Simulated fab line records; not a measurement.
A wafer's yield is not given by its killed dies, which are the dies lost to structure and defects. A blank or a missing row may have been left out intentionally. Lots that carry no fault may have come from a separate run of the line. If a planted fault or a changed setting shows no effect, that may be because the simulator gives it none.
The tool behind it: which one? ; flow n5_finfet ; Sampling: 9 lots, 27 wafers, 5 of 1938 route steps

WHAT EACH GAUGE READ, for each wafer
N5_BEOL_M6_THK_MEAS_01.
lot;measured;on;M6_ILD_THK (nm)
L280;day 8 21:47;film_metro-02;156.4 155.5 157.8
L282;day 9 18:01;film_metro-01;155.9 156.1 158.3
L285;day 10 00:46;film_metro-01;154.4 158.9 157.3
L286;day 11 15:25;film_metro-02;156.5 157.6 159.2
L294;day 13 15:15;film_metro-01;64.6 150.5 152.8
L295;day 13 17:29;film_metro-02;65.9 155.5 155.7
L297;day 13 21:19;film_metro-01;152.3 158.5 154.4
L300;day 15 05:55;film_metro-02;153.2 156.0 156.3
L302;day 15 21:52;film_metro-01;151.9 153.3 153.4

TOOL THAT RAN EACH LOT (tool first, then ch and the chambers of the sampled wafers, then the start)
lot;N5_BEOL_M5_ANNEAL_82;N5_BEOL_M5_SPUTTER_90;N5_BEOL_M5_CO_CAP_78;N5_BEOL_M6_ILD_DEP_00
L280;pvd_sputter-02, day 8 16:52;pvd_sputter-02, day 8 20:02;cvd_co-02 ch 0,1, day 8 20:56;pecvd-01 ch 1,2, day 8 21:13
L282;pvd_sputter-03, day 9 13:00;pvd_sputter-03, day 9 16:11;cvd_co-01 ch 1,2, day 9 17:10;pecvd-02 ch 0,1, day 9 17:25
L285;pvd_sputter-03, day 9 19:41;pvd_sputter-03, day 9 22:52;cvd_co-01 ch 0,2, day 9 23:56;pecvd-01 ch 1,2, day 10 00:11
L286;pvd_sputter-03, day 11 10:32;pvd_sputter-03, day 11 13:43;cvd_co-01 ch 0,1,2, day 11 14:36;pecvd-02 ch 1,2, day 11 14:50
L294;pvd_sputter-03, day 13 10:22;pvd_sputter-03, day 13 13:33;cvd_co-02 ch 0,1,2, day 13 14:26;pecvd-02 ch 0,1,2, day 13 14:40
L295;pvd_sputter-01, day 13 12:16;pvd_sputter-01, day 13 15:27;cvd_co-01 ch 0,1, day 13 16:23;pecvd-02 ch 0,1,2, day 13 16:41
L297;pvd_sputter-03, day 13 14:48;pvd_sputter-03, day 13 19:37;cvd_co-01 ch 0,2, day 13 20:29;pecvd-01 ch 0,1,2, day 13 20:44
L300;pvd_sputter-03, day 15 01:01;pvd_sputter-03, day 15 04:11;cvd_co-02 ch 0,1,2, day 15 05:05;pecvd-03 ch 0,1, day 15 05:20
L302;pvd_sputter-01, day 15 17:00;pvd_sputter-01, day 15 20:11;cvd_co-02 ch 1,2, day 15 21:03;pecvd-01 ch 1,2, day 15 21:18
- N5_BEOL_M5_ANNEAL_82: time 1800 s.
- N5_BEOL_M5_SPUTTER_90: material Cu, target thk 4.5 nm, time 8.29 s.
- N5_BEOL_M5_CO_CAP_78: material Co, precursor CCTBA/H2, target thk 2 nm, time 102.1 s.
- N5_BEOL_M6_ILD_DEP_00: deposits SiCOH lowk from DEMS/porogen, target thk 179.75 nm, time 33.4 s.

THE ANSWER, worked out from the rows above alone
Rule: what is usual is taken from the lots themselves. Put in order of their means at a reading, lots are off if they are a third of the lots or fewer, leave a main group of 4 or more, and stand apart from it by a gap of 3 or more times the standard deviation of the main group's means; of several such gaps the widest counts. A main group whose means are all the same, to the digits that the tables above print for the reading, isn't used. Also off: a lot with no number at a reading for which 4 or more lots have one. Any other lot the step has rows for is counted as sound.
Off: at N5_BEOL_M6_THK_MEAS_01 (M6_ILD_THK), L294, L295. Mean 155.9 nm and standard deviation 1.5 in the main group.
If a tool, at a process step before that reading, ran all the lots that are off and no sound lot after the first of them, it fits. The gauges at N5_BEOL_M6_THK_MEAS_01 are tried like those tools. One candidate fits, namely pecvd-02 at N5_BEOL_M6_ILD_DEP_00. A fault onset in the window from L286 (day 11 14:50, its last sound lot) to L294 (day 13 14:40, its first lot off) fits.

WHAT HAD BEEN PUT IN BY THE SIMULATOR
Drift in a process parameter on pecvd-02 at N5_BEOL_M6_ILD_DEP_00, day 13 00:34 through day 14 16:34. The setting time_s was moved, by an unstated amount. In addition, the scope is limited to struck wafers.
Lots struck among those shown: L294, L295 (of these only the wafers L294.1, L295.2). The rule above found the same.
